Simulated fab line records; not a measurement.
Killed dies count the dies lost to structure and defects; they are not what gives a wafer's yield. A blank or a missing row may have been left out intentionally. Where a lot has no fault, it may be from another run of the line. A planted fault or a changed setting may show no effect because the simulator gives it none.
Split-lot trial + flow n5_finfet + on a route of 1938 steps: 7 lots, 39 wafers read

== ON THE SPLIT ==
At N5_PASSIVATION_PASS_ETCH_47 (etches SiNx in CF4/O2, target depth 770 nm, time 385 s), the setting time_s was moved away from the recipe's 385 s on 15 of the 39 wafers read, by -59.0% to +52.2%. The other wafers ran this setting at the recipe's value.

The reading comes from the split's own step.

== THE READING ==
etch.depth_nm (the simulator's own value, which no gauge read), in nm, at N5_PASSIVATION_PASS_ETCH_47 (etches SiNx in CF4/O2, target depth 770 nm, time 385 s). No usual value for it is given in the file. Here, 24 wafers ran the recipe; their average is 771.7 nm with a standard deviation of 17 nm.

| wafer  | tool, chamber at the split | time_s as run, s | against the recipe | etch.depth_nm, nm | against lot-mates on the recipe |
|--------|----------------------------|------------------|--------------------|-------------------|---------------------------------|
| L074.1 | rie_diel-05, 2             | 585.4            | +52.1%             | 1154              | +377.6                          |
| L074.2 | rie_diel-05, 3             | 385              | recipe             | 760.8             | -                               |
| L074.3 | rie_diel-05, 1             | 585.4            | +52.1%             | 1212              | +435.6                          |
| L074.4 | rie_diel-05, 0             | 385              | recipe             | 803.8             | -                               |
| L074.5 | rie_diel-05, 0             | 585.4            | +52.1%             | 1209              | +432.6                          |
| L074.6 | rie_diel-05, 3             | 385              | recipe             | 764.7             | -                               |
| L078.1 | rie_diel-05, 0             | 385              | recipe             | 794.4             | -                               |
| L078.2 | rie_diel-05, 2             | 385              | recipe             | 756.2             | -                               |
| L078.3 | rie_diel-05, 3             | 385              | recipe             | 758               | -                               |
| L078.4 | rie_diel-05, 1             | 385              | recipe             | 789               | -                               |
| L078.5 | rie_diel-05, 0             | 385              | recipe             | 791.3             | -                               |
| L078.6 | rie_diel-05, 3             | 385              | recipe             | 761.6             | -                               |
| L080.1 | rie_diel-01, 2             | 385              | recipe             | 764.4             | -                               |
| L080.2 | rie_diel-01, 1             | 385              | recipe             | 765.6             | -                               |
| L080.3 | rie_diel-01, 0             | 585.8            | +52.2%             | 1197              | +421.7                          |
| L080.4 | rie_diel-01, 3             | 585.8            | +52.2%             | 1232              | +456.7                          |
| L080.5 | rie_diel-01, 3             | 385              | recipe             | 795.9             | -                               |
| L080.6 | rie_diel-01, 2             | 585.8            | +52.2%             | 1159              | +383.7                          |
| L084.1 | rie_diel-01, 1             | 385              | recipe             | 754.6             | -                               |
| L084.2 | rie_diel-01, 0             | 157.8            | -59.0%             | 325               | -435.7                          |
| L084.3 | rie_diel-01, 3             | 157.8            | -59.0%             | 331.6             | -429.1                          |
| L084.4 | rie_diel-01, 2             | 385              | recipe             | 763.2             | -                               |
| L084.5 | rie_diel-01, 1             | 385              | recipe             | 764.3             | -                               |
| L084.6 | rie_diel-01, 0             | 157.8            | -59.0%             | 324               | -436.7                          |
| L087.1 | rie_diel-01, 2             | 385              | recipe             | 756.3             | -                               |
| L087.4 | rie_diel-01, 0             | 385              | recipe             | 777.6             | -                               |
| L087.6 | rie_diel-01, 3             | 385              | recipe             | 790.5             | -                               |
| L090.1 | rie_diel-06, 2             | 385              | recipe             | 750.4             | -                               |
| L090.2 | rie_diel-06, 3             | 385              | recipe             | 779               | -                               |
| L090.3 | rie_diel-06, 0             | 164.1            | -57.4%             | 312.3             | -447.0                          |
| L090.4 | rie_diel-06, 1             | 385              | recipe             | 748.6             | -                               |
| L090.5 | rie_diel-06, 2             | 164.1            | -57.4%             | 317.5             | -441.8                          |
| L090.6 | rie_diel-06, 3             | 164.1            | -57.4%             | 326.7             | -432.6                          |
| L094.1 | rie_diel-01, 0             | 385              | recipe             | 787.8             | -                               |
| L094.2 | rie_diel-01, 3             | 385              | recipe             | 796.4             | -                               |
| L094.3 | rie_diel-01, 1             | 238.6            | -38.0%             | 465               | -312.0                          |
| L094.4 | rie_diel-01, 0             | 238.6            | -38.0%             | 488.6             | -288.4                          |
| L094.5 | rie_diel-01, 3             | 238.6            | -38.0%             | 492.1             | -284.9                          |
| L094.6 | rie_diel-01, 1             | 385              | recipe             | 746.7             | -                               |

THE FIT
A straight line over all 39 wafers: etch.depth_nm changes by +7.87 nm for each +1% of time_s; r = +1.00; the points scatter about the line by 20 nm.
The same after taking each lot's own level away (the mean of its wafers on the recipe; 39 wafers): +7.76 nm for each +1%; r = +1.00; scatter 19 nm.
On that fit, the largest move of time_s shifts the reading by 4.6e+02 nm.
Across the lots, their own levels run from 759.33 to 776.97 nm, a range of 1.0 times the standard deviation given above.
Consequently the slope shifts little with the lot-to-lot level, the two slopes agreeing.
Check: -455 nm against its lot-mates is what the line predicts for one of the wafers moved furthest among these (-59.0%) when that wafer is left out of the fit. Against them it came out at -436 nm.

== ADDITIONAL SPLITS CARRIED BY THESE WAFERS ==
These wafers also went through other splits before the reading. Each is held against what the fit with the lots' levels taken away leaves over:
| other split on the same wafers      | wafers away from the commonest value | r with etch.depth_nm (lot level and that fit taken away) |
|-------------------------------------|--------------------------------------|----------------------------------------------------------|
| N5_BEOL_M12_ILD_DEP_00 target_thk_a | 15                                   | +0.12                                                    |
| N5_BEOL_M12_SPUTTER_43 target_thk_a | 15                                   | -0.16                                                    |
| N5_PASSIVATION_PECVD_35 time_s      | 15                                   | -0.19                                                    |

== THE FILE'S OWN FIT ==
etch.depth_nm changes by +7.74 nm for each +1% of time_s, r = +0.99.
